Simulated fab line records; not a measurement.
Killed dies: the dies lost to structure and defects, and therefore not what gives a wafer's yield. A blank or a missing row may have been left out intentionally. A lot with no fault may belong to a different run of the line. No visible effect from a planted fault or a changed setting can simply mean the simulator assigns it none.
Matching of chambers -- flow nandHarc -- NHARC_P_ZERO_WELL_DESCUM_13 on rieDiel-07 has 4 sister chambers
The step chemistry O2, time 3 s. 8 wafers are shown with their chamber, then 7 later ones without.

== WAFERS WITH THEIR CHAMBER ==
wafer,chamber,showerheadPlenumPTorr (Torr),drypumpMotorCurrentA (A)
L076.6,0,1.84,5.6
L082.1,3,2.01,6.3
L082.4,1,1.99,6.1
L083.2,1,1.99,6.1
L083.3,0,1.83,5.6
L083.5,2,1.83,5.9
L086.1,3,2.01,6.3
L086.3,2,1.83,6.0

== WAFERS WITHOUT THEIR CHAMBER ==
wafer,showerheadPlenumPTorr (Torr),drypumpMotorCurrentA (A)
L086.6,2.01,6.3
L091.2,1.98,6.1
L091.5,1.82,6.0
L091.6,1.98,6.1
L092.1,2.00,6.3
L092.4,1.82,5.6
L092.5,1.82,6.0

== EACH ONE'S CHAMBER ==
wafer,from the rows above,in truth
L086.6,3,3
L091.2,1,1
L091.5,2,2
L091.6,1,1
L092.1,3,3
L092.4,0,0
L092.5,2,2
Placed correctly: 7 of 7. Left unplaced by these rows: 0. Placed wrongly: 0.
How it was worked out, from the rows above alone: a wafer's distance from a chamber is the root of the sum, over the readings, of the square of ((its reading less the chamber's mean) divided by the reading's scatter). If the next closest chamber is less than 2 further off than the closest, the wafer can't be placed; otherwise it belongs to the closest. For every chamber, the mean is computed from those of its wafers that are shown. The scatter: take each reading less its chamber's mean, square it, sum over the shown wafers, divide by the number of wafers less the number of chambers, and take the root.
